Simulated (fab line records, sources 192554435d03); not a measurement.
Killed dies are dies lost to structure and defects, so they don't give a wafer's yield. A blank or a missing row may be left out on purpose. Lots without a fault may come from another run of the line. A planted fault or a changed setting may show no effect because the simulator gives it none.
Chamber matching | flow n5_finfet | N5_GATE_CUT_CMP_23 on cmp-01: 4 sister chambers
The step polishes, stops on SiO2, t overpolish 23.4 s, target thk 16 nm. 8 wafers are shown with their chamber, then 7 later ones without.

WAFERS WITH THEIR CHAMBER
wafer  | chamber | motor_current_A (A) | pad_life_wafers
L079.4 | 2       | 9.8                 | 1172
L084.3 | 2       | 9.5                 | 1440
L085.2 | 0       | 9.2                 | 1503
L088.2 | 3       | 9.0                 | 1665
L088.3 | 0       | 9.4                 | 1662
L088.4 | 1       | 8.6                 | 1663
L091.3 | 3       | 8.8                 | 1808
L091.4 | 1       | 8.7                 | 1806

WAFERS WITHOUT THEIR CHAMBER
wafer  | motor_current_A (A) | pad_life_wafers
L092.2 | 9.9                 | 1866
L092.3 | 8.6                 | 1867
L092.4 | 9.2                 | 1868
L093.1 | 9.2                 | 1946
L093.3 | 9.4                 | 1944
L093.4 | 8.2                 | 1947
L095.2 | 9.4                 | 2010

WHICH CHAMBER EACH WENT THROUGH
wafer  | from the rows above          | in truth
L092.2 | can't be placed: 0 or 2      | 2
L092.3 | can't be placed: 1 or 3      | 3
L092.4 | can't be placed: 3 or 0 or 1 | 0
L093.1 | can't be placed: 3 or 0 or 1 | 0
L093.3 | can't be placed: 0 or 3      | 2
L093.4 | can't be placed: 1 or 3      | 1
L095.2 | can't be placed: 0 or 3      | 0
Placed correctly: 0 of 7. Can't be placed from these rows: 7 (the true chamber is among the candidates in 6). Placed wrongly: 0.
How it was worked out, from the rows above alone: a wafer's distance from a chamber is the root of the sum, over the readings, of the square of ((its reading less the chamber's mean) divided by the reading's scatter). The wafer belongs to the nearest chamber; if the next one is less than 2 further off, it can't be placed. A chamber's mean is the mean of its shown wafers. The scatter: the root of (the sum of the squares of (reading less its chamber's mean) over the shown wafers, divided by (wafers less chambers)).
